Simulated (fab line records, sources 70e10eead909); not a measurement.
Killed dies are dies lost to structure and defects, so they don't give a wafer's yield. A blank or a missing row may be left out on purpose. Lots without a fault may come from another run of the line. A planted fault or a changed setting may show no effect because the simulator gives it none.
Which tool did it? | flow nand_harc | 7 lots, 19 wafers sampled, at 1 step of a route of 1302

WHAT THE GAUGES READ, wafer by wafer
NHARC_A_ONON_D1_THK_MEAS_08: measures by ellipsometry.
lot  | measured     | on            | thk_nm (nm)
L650 | day 7 22:59  | film_metro-01 | 994 993 993
L653 | day 9 00:50  | film_metro-02 | 1015 1014 1013
L655 | day 9 20:38  | film_metro-01 | 988 987 988
L657 | day 10 19:18 | film_metro-01 | 1011 1012 1013
L660 | day 12 05:04 | film_metro-01 | 985 985 984
L667 | day 14 21:45 | film_metro-01 | 994 992
L670 | day 16 05:28 | film_metro-01 | 1004 1003

WHICH TOOL RAN EACH LOT (tool, then ch and the chambers of the sampled wafers, then the start)
The record holds no process step before these readings.

THE ANSWER, worked out from the rows above alone
Rule: what is usual is taken from the lots themselves. Put in order of their means at a reading, lots are off if they are a third of the lots or fewer, leave a main group of 4 or more, and stand apart from it by a gap of 3 or more times the standard deviation of the main group's means; of several such gaps the widest counts. A main group whose means are all the same, to the digits that the tables above print for the reading, isn't used. A lot without any number at a reading at which 4 lots or more have one is off too. The other lots that the step has rows for count as sound.
No lot is off at any reading shown: from this, nothing can be told.

WHAT THE SIMULATOR HAD PUT IN
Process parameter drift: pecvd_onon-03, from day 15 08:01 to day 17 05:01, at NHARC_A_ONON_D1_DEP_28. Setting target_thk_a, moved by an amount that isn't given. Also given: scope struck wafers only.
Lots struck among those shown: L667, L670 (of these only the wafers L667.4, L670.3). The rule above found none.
